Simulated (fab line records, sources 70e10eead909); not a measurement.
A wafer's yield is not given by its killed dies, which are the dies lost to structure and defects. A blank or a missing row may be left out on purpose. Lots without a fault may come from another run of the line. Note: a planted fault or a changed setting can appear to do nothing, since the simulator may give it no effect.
Which tool did it? | flow nandHarc | 21 lots, 63 wafers sampled, at 6 steps of a route of 1159

== WHAT THE GAUGES SHOWED, per wafer ==
The record holds no reading of a measuring or inspecting step that can be judged against a usual standard deviation.

== TOOL THAT RAN EACH LOT (tool first, then ch and the chambers of the sampled wafers, then the start) ==
lot  | NHARC_A_CHANNEL_FILL_D1_ETCHBACK_08          | NHARC_A_CHANNEL_FILL_D1_STRIP_29             | NHARC_A_STAIRCASE_ETCH_169        | NHARC_A_STAIRCASE_ETCH_170                   | NHARC_A_STAIRCASE_TRIM_202                   | NHARC_A_STAIRCASE_DESCUM_252
L075 | rieDiel-01 ch 0,1, day 11 01:20 or earlier   | rieDiel-01 ch 0,2, day 11 01:20 or earlier   | rieDiel-13 ch 0,1,2, day 11 01:20 | rieDiel-13 ch 0,3, day 11 14:50 or earlier   | rieDiel-05 ch 0,3, day 11 14:50 or earlier   | rieDiel-05 ch 0,1,2, day 11 14:50
L077 | rieDiel-04 ch 0,2,3, day 11 07:34 or earlier | rieDiel-04 ch 0,1,2, day 11 07:34 or earlier | rieDiel-09 ch 0,1,3, day 11 07:34 | rieDiel-09 ch 0,1,3, day 11 21:46 or earlier | rieDiel-05 ch 1,2,3, day 11 21:46 or earlier | rieDiel-05 ch 0,2,3, day 11 21:46
L074 | rieDiel-04 ch 1,2, day 11 11:24 or earlier   | rieDiel-04 ch 2,3, day 11 11:24 or earlier   | rieDiel-05 ch 0,1,2, day 11 11:24 | rieDiel-05 ch 2,3, day 12 04:06 or earlier   | rieDiel-05 ch 1,2,3, day 12 04:06 or earlier | rieDiel-05 ch 0,3, day 12 04:06
L079 | rieDiel-04 ch 0,1,3, day 11 15:44 or earlier | rieDiel-04 ch 1,2,3, day 11 15:44 or earlier | rieDiel-05 ch 1,2,3, day 11 15:44 | rieDiel-05 ch 0,2,3, day 12 08:49 or earlier | rieDiel-05 ch 0,2,3, day 12 08:49 or earlier | rieDiel-09 ch 0,1,3, day 12 08:49
L078 | rieDiel-01 ch 0,3, day 11 16:01 or earlier   | rieDiel-01 ch 1,2,3, day 11 16:01 or earlier | rieDiel-05 ch 2,3, day 11 16:01   | rieDiel-05 ch 0,1, day 12 09:10 or earlier   | rieDiel-13 ch 0,2,3, day 12 09:10 or earlier | rieDiel-09 ch 1,2,3, day 12 09:10
L080 | rieDiel-04 ch 0,1, day 12 05:53 or earlier   | rieDiel-04 ch 1,3, day 12 05:53              | rieDiel-09 ch 0,1,3, day 12 13:13 | rieDiel-09 ch 0,1,3, day 13 06:55 or earlier | rieDiel-13 ch 0,2,3, day 13 06:55 or earlier | rieDiel-09 ch 0,2,3, day 13 06:55
L081 | rieDiel-04 ch 0,1,3, day 12 11:05 or earlier | rieDiel-04 ch 0,1,3, day 12 11:05            | rieDiel-05 ch 0,1, day 12 18:42   | rieDiel-05 ch 0,2, day 13 09:11 or earlier   | rieDiel-09 ch 0,2,3, day 13 09:11 or earlier | rieDiel-05 ch 0,1, day 13 09:11
L083 | rieDiel-01 ch 0,1,3, day 12 19:11 or earlier | rieDiel-01 ch 0,1,2, day 12 19:11 or earlier | rieDiel-05 ch 0,1, day 12 19:11   | rieDiel-05 ch 0,2,3, day 13 10:45 or earlier | rieDiel-13 ch 0,2,3, day 13 10:45 or earlier | rieDiel-09 ch 1,2, day 13 10:45
L084 | rieDiel-04 ch 0,1, day 12 19:01 or earlier   | rieDiel-04 ch 0,1,2, day 12 19:01 or earlier | rieDiel-05 ch 0,2,3, day 12 19:01 | rieDiel-05 ch 0,3, day 13 09:52 or earlier   | rieDiel-09 ch 1,2,3, day 13 09:52 or earlier | rieDiel-13 ch 2,3, day 13 09:52
L085 | rieDiel-01 ch 1,2, day 13 16:10 or earlier   | rieDiel-01 ch 0,1,3, day 13 16:10 or earlier | rieDiel-05 ch 1,2,3, day 13 16:10 | rieDiel-05 ch 0,1,3, day 14 09:02 or earlier | rieDiel-09 ch 0,1,2, day 14 09:02 or earlier | rieDiel-13 ch 1,2,3, day 14 09:02
L088 | rieDiel-06 ch 0,1, day 13 16:07 or earlier   | rieDiel-06 ch 0,1, day 13 16:07 or earlier   | rieDiel-09 ch 1,2,3, day 13 16:07 | rieDiel-09 ch 1,2,3, day 14 08:58 or earlier | rieDiel-05 ch 1,2, day 14 08:58 or earlier   | rieDiel-13 ch 1,2, day 14 08:58
L086 | rieDiel-04 ch 1,2,3, day 13 22:21 or earlier | rieDiel-04 ch 1,2, day 13 22:21 or earlier   | rieDiel-05 ch 0,1, day 13 22:21   | rieDiel-05 ch 1,3, day 14 13:51 or earlier   | rieDiel-09 ch 0,1,2, day 14 13:51 or earlier | rieDiel-05 ch 0,1,3, day 14 13:51
L087 | rieDiel-01 ch 0,2,3, day 14 05:51 or earlier | rieDiel-01 ch 2,3, day 14 05:51 or earlier   | rieDiel-05 ch 0,2,3, day 14 05:51 | rieDiel-05 ch 1,2, day 14 20:46 or earlier   | rieDiel-13 ch 2,3, day 14 20:46 or earlier   | rieDiel-09 ch 0,1, day 14 20:46
L090 | rieDiel-06 ch 0,1, day 14 11:45 or earlier   | rieDiel-06 ch 0,1, day 14 11:45 or earlier   | rieDiel-05 ch 0,1,3, day 14 11:45 | rieDiel-05 ch 0,3, day 15 02:01 or earlier   | rieDiel-05 ch 2,3, day 15 02:01 or earlier   | rieDiel-13 ch 0,1, day 15 02:01
L091 | rieDiel-04 ch 1,2,3, day 14 21:17 or earlier | rieDiel-04 ch 0,1,3, day 14 21:17 or earlier | rieDiel-13 ch 0,2,3, day 14 21:17 | rieDiel-13 ch 0,2, day 15 11:30 or earlier   | rieDiel-13 ch 0,1, day 15 11:30 or earlier   | rieDiel-09 ch 1,3, day 15 11:30
L092 | rieDiel-01 ch 0,2,3, day 14 21:23 or earlier | rieDiel-01 ch 0,1,2, day 14 21:23 or earlier | rieDiel-05 ch 0,1,2, day 14 21:23 | rieDiel-05 ch 2,3, day 15 11:56 or earlier   | rieDiel-13 ch 0,1, day 15 11:56 or earlier   | rieDiel-09 ch 0,3, day 15 11:56
L093 | rieDiel-04 ch 0,2, day 15 02:54 or earlier   | rieDiel-04 ch 0,3, day 15 02:54 or earlier   | rieDiel-13 ch 0,3, day 15 02:54   | rieDiel-13 ch 1,3, day 15 17:08 or earlier   | rieDiel-13 ch 0,1,3, day 15 17:08 or earlier | rieDiel-09 ch 0,1, day 15 17:08
L094 | rieDiel-04 ch 0,1,3, day 15 12:57 or earlier | rieDiel-04 ch 0,1, day 15 12:57 or earlier   | rieDiel-13 ch 0,1,2, day 15 12:57 | rieDiel-13 ch 0,1,3, day 16 05:07 or earlier | rieDiel-05 ch 0,1, day 16 05:07 or earlier   | rieDiel-05 ch 0,2, day 16 05:07
L095 | rieDiel-04 ch 0,1,2, day 15 16:30 or earlier | rieDiel-04 ch 0,3, day 15 16:30 or earlier   | rieDiel-09 ch 1,3, day 15 16:30   | rieDiel-09 ch 1,2, day 16 10:41 or earlier   | rieDiel-13 ch 0,2, day 16 10:41 or earlier   | rieDiel-13 ch 2,3, day 16 10:41
L096 | rieDiel-04 ch 0,1,3, day 16 00:30 or earlier | rieDiel-04 ch 0,1,2, day 16 00:30 or earlier | rieDiel-05 ch 0,1,2, day 16 00:30 | rieDiel-05 ch 0,1,3, day 16 09:56 or earlier | rieDiel-13 ch 0,1,2, day 16 09:56            | rieDiel-05 ch 0,1,2, day 16 17:44
L097 | rieDiel-04 ch 1,2,3, day 16 10:50 or earlier | rieDiel-04 ch 0,1,3, day 16 10:50 or earlier | rieDiel-13 ch 2,3, day 16 10:50   | rieDiel-13 ch 0,1,2, day 17 02:02 or earlier | rieDiel-05 ch 2,3, day 17 02:02 or earlier   | rieDiel-09 ch 1,2,3, day 17 02:02
- NHARC_A_CHANNEL_FILL_D1_ETCHBACK_08: etches the open film in C4F8, target depth 220 nm, time 110 s.
- NHARC_A_CHANNEL_FILL_D1_STRIP_29: strips in O2, time 20 s.
- NHARC_A_STAIRCASE_ETCH_169: etches the open film in CH3F/O2, target depth 50 nm, time 107.1 s.
- NHARC_A_STAIRCASE_ETCH_170: etches the open film in C4F6/O2, target depth 200 nm, time 66.667 s.
- NHARC_A_STAIRCASE_TRIM_202: chemistry O2, time 211.2 s.
- NHARC_A_STAIRCASE_DESCUM_252: chemistry O2, time 3 s.

== WHAT THE TOOLS THEMSELVES READ (means of the sampled wafers that have a number; where no wafer has one, the mark that the record gives instead) ==
NHARC_A_CHANNEL_FILL_D1_ETCHBACK_08. Usual: oesProductAu 0.96 a.u., standard deviation 0.037; rfVppV 440.6 V, standard deviation 2.2.
lot  | tool       | oesProductAu (a.u.) | rfVppV (V) | flag
L075 | rieDiel-01 | 1.00                | 441.0      | 
L077 | rieDiel-04 | 0.92                | 439.9      | 
L074 | rieDiel-04 | 0.93                | 443.1      | 
L079 | rieDiel-04 | 0.92                | 440.7      | 
L078 | rieDiel-01 | 0.93                | 440.9      | 
L080 | rieDiel-04 | 0.93                | 438.6      | 
L081 | rieDiel-04 | 1.00                | 439.8      | 
L083 | rieDiel-01 | 0.93                | 440.2      | 
L084 | rieDiel-04 | 0.93                | 440.5      | 
L085 | rieDiel-01 | 0.92                | 439.2      | 
L088 | rieDiel-06 | 1.00                | 438.9      | 
L086 | rieDiel-04 | 1.01                | 442.5      | 
L087 | rieDiel-01 | 0.93                | 439.8      | 
L090 | rieDiel-06 | 1.00                | 440.7      | 
L091 | rieDiel-04 | 0.95                | 441.8      | 
L092 | rieDiel-01 | 1.00                | 440.1      | 
L093 | rieDiel-04 | 0.93                | 440.0      | 
L094 | rieDiel-04 | 1.00                | 439.2      | 
L095 | rieDiel-04 | 0.93                | 440.7      | 
L096 | rieDiel-04 | 0.93                | 439.6      | 
L097 | rieDiel-04 | 0.99                | 441.8      | 

NHARC_A_CHANNEL_FILL_D1_STRIP_29. Usual: drypumpMotorCurrentA 5.7 A, standard deviation 0.48; oesProductAu 1.003 a.u., standard deviation 0.01; rfVppV 57.7 V, standard deviation 0.92; showerheadPlenumPTorr 3.51 Torr, standard deviation 0.12; throttleValvePct 17.037 %, standard deviation 0.0092.
lot  | tool       | drypumpMotorCurrentA (A) | oesProductAu (a.u.) | rfVppV (V) | showerheadPlenumPTorr (Torr) | throttleValvePct (%) | flag
L075 | rieDiel-01 | 5.2                      | 1.006               | 57.4       | 3.52                         | 17.033               | 
L077 | rieDiel-04 | 5.8                      | 0.994               | 57.6       | 3.54                         | 17.035               | 
L074 | rieDiel-04 | 5.6                      | 0.999               | 58.7       | 3.58                         | 17.037               | 
L079 | rieDiel-04 | 5.9                      | 0.996               | 57.6       | 3.60                         | 17.040               | 
L078 | rieDiel-01 | 5.7                      | 0.997               | 57.9       | 3.45                         | 17.031               | 
L080 | rieDiel-04 | 6.0                      | 0.999               | 58.4       | 3.58                         | 17.027               | 
L081 | rieDiel-04 | 5.7                      | 1.008               | 57.8       | 3.49                         | 17.038               | 
L083 | rieDiel-01 | 5.6                      | 1.006               | 57.6       | 3.49                         | 17.033               | 
L084 | rieDiel-04 | 5.8                      | 1.003               | 57.7       | 3.54                         | 17.041               | 
L085 | rieDiel-01 | 5.6                      | 1.006               | 57.2       | 3.50                         | 17.027               | 
L088 | rieDiel-06 | 5.6                      | 1.010               | 57.8       | 3.53                         | 17.041               | 
L086 | rieDiel-04 | 6.0                      | 1.012               | 57.9       | 3.65                         | 17.028               | 
L087 | rieDiel-01 | 5.3                      | 1.005               | 57.1       | 3.45                         | 17.038               | 
L090 | rieDiel-06 | 5.3                      | 1.007               | 56.5       | 3.45                         | 17.043               | 
L091 | rieDiel-04 | 5.7                      | 1.008               | 57.3       | 3.48                         | 17.036               | 
L092 | rieDiel-01 | 5.6                      | 0.995               | 58.5       | 3.49                         | 17.027               | 
L093 | rieDiel-04 | 5.4                      | 1.007               | 57.2       | 3.46                         | 17.042               | 
L094 | rieDiel-04 | 5.6                      | 1.017               | 58.0       | 3.41                         | 17.036               | 
L095 | rieDiel-04 | 5.3                      | 1.011               | 57.7       | 3.39                         | 17.040               | 
L096 | rieDiel-04 | 5.8                      | 1.012               | 57.8       | 3.53                         | 17.040               | 
L097 | rieDiel-04 | 5.7                      | 1.002               | 57.4       | 3.48                         | 17.040               | 

NHARC_A_STAIRCASE_ETCH_169. Usual: drypumpMotorCurrentA 5.8 A, standard deviation 0.6; oesProductAu 0.946 a.u., standard deviation 0.022; rfVppV 244.3 V, standard deviation 1.5; showerheadPlenumPTorr 2.46 Torr, standard deviation 0.087; throttleValvePct 20.663 %, standard deviation 0.0085.
lot  | tool       | drypumpMotorCurrentA (A) | oesProductAu (a.u.) | rfVppV (V) | showerheadPlenumPTorr (Torr) | throttleValvePct (%) | flag
L075 | rieDiel-13 | 6.2                      | 0.929               | 243.3      | 2.44                         | 20.662               | 
L077 | rieDiel-09 | 5.4                      | 0.918               | 245.5      | 2.54                         | 20.664               | 
L074 | rieDiel-05 | 5.7                      | 0.954               | 244.9      | 2.46                         | 20.663               | 
L079 | rieDiel-05 | 5.7                      | 0.971               | 244.1      | 2.45                         | 20.666               | 
L078 | rieDiel-05 | 5.7                      | 0.973               | 244.0      | 2.44                         | 20.664               | 
L080 | rieDiel-09 | 5.4                      | 0.954               | 245.7      | 2.53                         | 20.668               | 
L081 | rieDiel-05 | 5.6                      | 0.952               | 244.6      | 2.46                         | 20.668               | 
L083 | rieDiel-05 | 5.6                      | 0.931               | 244.9      | 2.46                         | 20.657               | 
L084 | rieDiel-05 | 6.1                      | 0.936               | 242.6      | 2.39                         | 20.673               | 
L085 | rieDiel-05 | 5.7                      | 0.930               | 244.3      | 2.45                         | 20.664               | 
L088 | rieDiel-09 | 5.4                      | 0.961               | 244.2      | 2.51                         | 20.672               | 
L086 | rieDiel-05 | 5.6                      | 0.933               | 244.5      | 2.46                         | 20.658               | 
L087 | rieDiel-05 | 6.1                      | 0.940               | 242.5      | 2.38                         | 20.666               | 
L090 | rieDiel-05 | 6.1                      | 0.923               | 243.5      | 2.40                         | 20.665               | 
L091 | rieDiel-13 | 5.7                      | 0.962               | 244.5      | 2.46                         | 20.663               | 
L092 | rieDiel-05 | 5.7                      | 0.922               | 242.8      | 2.44                         | 20.658               | 
L093 | rieDiel-13 | 5.7                      | 0.968               | 243.1      | 2.38                         | 20.670               | 
L094 | rieDiel-13 | 6.2                      | 0.960               | 244.8      | 2.43                         | 20.655               | 
L095 | rieDiel-09 | 5.4                      | 0.957               | 245.9      | 2.51                         | 20.662               | 
L096 | rieDiel-05 | 5.7                      | 0.928               | 244.9      | 2.44                         | 20.664               | 
L097 | rieDiel-13 | 5.7                      | 0.934               | 245.3      | 2.53                         | 20.652               | 

NHARC_A_STAIRCASE_ETCH_170. Usual: drypumpMotorCurrentA 5.9 A, standard deviation 0.61; oesProductAu 0.967 a.u., standard deviation 0.017; rfVppV 546.6 V, standard deviation 2.9; showerheadPlenumPTorr 3.91 Torr, standard deviation 0.14; throttleValvePct 26.902 %, standard deviation 0.009.
lot  | tool       | drypumpMotorCurrentA (A) | oesProductAu (a.u.) | rfVppV (V) | showerheadPlenumPTorr (Torr) | throttleValvePct (%) | flag
L075 | rieDiel-13 | 5.7                      | 0.943               | 545.1      | 3.82                         | 26.901               | 
L077 | rieDiel-09 | 5.4                      | 0.937               | 548.1      | 4.04                         | 26.899               | 
L074 | rieDiel-05 | 6.2                      | 0.959               | 544.7      | 3.83                         | 26.908               | 
L079 | rieDiel-05 | 6.2                      | 0.983               | 545.3      | 3.83                         | 26.902               | 
L078 | rieDiel-05 | 6.1                      | 0.996               | 545.2      | 3.85                         | 26.913               | 
L080 | rieDiel-09 | 5.4                      | 0.975               | 549.4      | 4.04                         | 26.899               | 
L081 | rieDiel-05 | 6.1                      | 0.966               | 544.8      | 3.83                         | 26.896               | 
L083 | rieDiel-05 | 6.2                      | 0.945               | 545.0      | 3.82                         | 26.904               | 
L084 | rieDiel-05 | 6.6                      | 0.965               | 542.8      | 3.75                         | 26.904               | 
L085 | rieDiel-05 | 6.1                      | 0.953               | 545.7      | 3.83                         | 26.908               | 
L088 | rieDiel-09 | 5.4                      | 0.980               | 548.4      | 3.99                         | 26.905               | 
L086 | rieDiel-05 | 5.7                      | 0.947               | 546.8      | 3.92                         | 26.901               | 
L087 | rieDiel-05 | 5.3                      | 0.985               | 548.3      | 3.98                         | 26.908               | 
L090 | rieDiel-05 | 6.6                      | 0.960               | 542.2      | 3.74                         | 26.897               | 
L091 | rieDiel-13 | 6.0                      | 0.971               | 546.7      | 3.91                         | 26.906               | 
L092 | rieDiel-05 | 5.8                      | 0.964               | 545.3      | 3.88                         | 26.904               | 
L093 | rieDiel-13 | 5.5                      | 0.984               | 549.6      | 4.03                         | 26.906               | 
L094 | rieDiel-13 | 5.9                      | 0.981               | 547.2      | 3.89                         | 26.898               | 
L095 | rieDiel-09 | 5.8                      | 0.982               | 549.0      | 4.00                         | 26.894               | 
L096 | rieDiel-05 | 6.1                      | 0.977               | 545.4      | 3.82                         | 26.901               | 
L097 | rieDiel-13 | 6.2                      | 0.962               | 545.9      | 3.87                         | 26.901               | 

NHARC_A_STAIRCASE_TRIM_202. Usual: drypumpMotorCurrentA 5.8 A, standard deviation 0.58; oesProductAu 0.998 a.u., standard deviation 0.011; rfVppV 57.8 V, standard deviation 0.85; showerheadPlenumPTorr 3.53 Torr, standard deviation 0.13; throttleValvePct 17.036 %, standard deviation 0.009.
lot  | tool       | drypumpMotorCurrentA (A) | oesProductAu (a.u.) | rfVppV (V) | showerheadPlenumPTorr (Torr) | throttleValvePct (%) | flag
L075 | rieDiel-05 | 6.6                      | 1.004               | 57.0       | 3.38                         | 17.033               | 
L077 | rieDiel-05 | 5.7                      | 1.002               | 58.4       | 3.52                         | 17.041               | 
L074 | rieDiel-05 | 5.7                      | 1.001               | 56.6       | 3.52                         | 17.034               | 
L079 | rieDiel-05 | 6.2                      | 1.008               | 58.1       | 3.44                         | 17.030               | 
L078 | rieDiel-13 | 5.7                      | 0.992               | 58.2       | 3.54                         | 17.039               | 
L080 | rieDiel-13 | 5.7                      | 0.997               | 57.7       | 3.54                         | 17.035               | 
L081 | rieDiel-09 | 5.4                      | 1.004               | 57.4       | 3.61                         | 17.044               | 
L083 | rieDiel-13 | 5.7                      | 0.991               | 57.7       | 3.54                         | 17.039               | 
L084 | rieDiel-09 | 5.4                      | 0.998               | 58.5       | 3.60                         | 17.039               | 
L085 | rieDiel-09 | 5.7                      | 1.007               | 57.8       | 3.63                         | 17.043               | 
L088 | rieDiel-05 | 5.2                      | 1.005               | 57.6       | 3.59                         | 17.035               | 
L086 | rieDiel-09 | 5.7                      | 1.001               | 58.9       | 3.63                         | 17.035               | 
L087 | rieDiel-13 | 5.7                      | 0.993               | 58.2       | 3.64                         | 17.037               | 
L090 | rieDiel-05 | 5.8                      | 1.013               | 57.7       | 3.49                         | 17.038               | 
L091 | rieDiel-13 | 6.2                      | 0.988               | 57.8       | 3.37                         | 17.035               | 
L092 | rieDiel-13 | 6.2                      | 0.996               | 57.7       | 3.37                         | 17.034               | 
L093 | rieDiel-13 | 5.8                      | 0.999               | 58.4       | 3.50                         | 17.040               | 
L094 | rieDiel-05 | 6.1                      | 0.991               | 58.1       | 3.44                         | 17.033               | 
L095 | rieDiel-13 | 6.0                      | 0.979               | 57.7       | 3.51                         | 17.033               | 
L096 | rieDiel-13 | 6.2                      | 0.990               | 57.0       | 3.48                         | 17.028               | 
L097 | rieDiel-05 | 6.2                      | 0.993               | 57.0       | 3.41                         | 17.034               | 

NHARC_A_STAIRCASE_DESCUM_252. Usual: drypumpMotorCurrentA 5.7 A, standard deviation 0.56; oesProductAu 0.999 a.u., standard deviation 0.011; rfVppV 57.8 V, standard deviation 0.86; showerheadPlenumPTorr 1.93 Torr, standard deviation 0.069; throttleValvePct 11.312 %, standard deviation 0.0089.
lot  | tool       | drypumpMotorCurrentA (A) | oesProductAu (a.u.) | rfVppV (V) | showerheadPlenumPTorr (Torr) | throttleValvePct (%) | flag
L075 | rieDiel-05 | 5.7                      | 1.009               | 57.8       | 1.91                         | 11.306               | 
L077 | rieDiel-05 | 6.1                      | 1.003               | 57.6       | 1.86                         | 11.316               | 
L074 | rieDiel-05 | 6.6                      | 1.001               | 56.8       | 1.83                         | 11.325               | 
L079 | rieDiel-09 | 5.4                      | 1.002               | 58.3       | 1.98                         | 11.315               | 
L078 | rieDiel-09 | 5.4                      | 0.996               | 57.5       | 1.96                         | 11.315               | 
L080 | rieDiel-09 | 5.4                      | 1.003               | 58.6       | 1.96                         | 11.315               | 
L081 | rieDiel-05 | 5.6                      | 1.005               | 58.2       | 1.91                         | 11.308               | 
L083 | rieDiel-09 | 5.8                      | 0.999               | 57.4       | 1.96                         | 11.309               | 
L084 | rieDiel-13 | 5.3                      | 1.002               | 58.3       | 1.99                         | 11.311               | 
L085 | rieDiel-13 | 5.8                      | 0.994               | 58.4       | 1.96                         | 11.303               | 
L088 | rieDiel-13 | 6.1                      | 0.992               | 58.4       | 1.95                         | 11.316               | 
L086 | rieDiel-05 | 6.1                      | 1.001               | 57.4       | 1.86                         | 11.311               | 
L087 | rieDiel-09 | 5.7                      | 0.993               | 59.0       | 1.98                         | 11.307               | 
L090 | rieDiel-13 | 6.2                      | 0.999               | 57.7       | 1.83                         | 11.318               | 
L091 | rieDiel-09 | 5.4                      | 0.986               | 57.9       | 1.95                         | 11.307               | 
L092 | rieDiel-09 | 5.4                      | 1.000               | 58.1       | 1.98                         | 11.318               | 
L093 | rieDiel-09 | 5.7                      | 1.006               | 58.0       | 1.99                         | 11.314               | 
L094 | rieDiel-05 | 5.7                      | 1.005               | 57.9       | 1.89                         | 11.311               | 
L095 | rieDiel-13 | 5.6                      | 0.989               | 58.2       | 1.98                         | 11.320               | 
L096 | rieDiel-05 | 5.7                      | 1.005               | 57.5       | 1.90                         | 11.302               | 
L097 | rieDiel-09 | 5.4                      | 0.992               | 58.8       | 1.94                         | 11.311               | 

== THE ANSWER, worked out from the rows above alone ==
Rule: lot off if the mean of its wafers having a number is beyond 3 standard deviations from the usual mean. A lot without any number at a reading at which 4 lots or more have one is off too. Where the step has rows for the other lots, those lots are counted as sound. After the gauges, taken in route order, come the tools' own readings; for these a lot's mean is taken, as printed above. The first step at which some lot is off is used, and at that step the reading that is off furthest; a lot without a number counts as furthest.
None of the lots is off at any reading shown; this tells nothing.

== WHAT THE SIMULATOR HAD INSERTED ==
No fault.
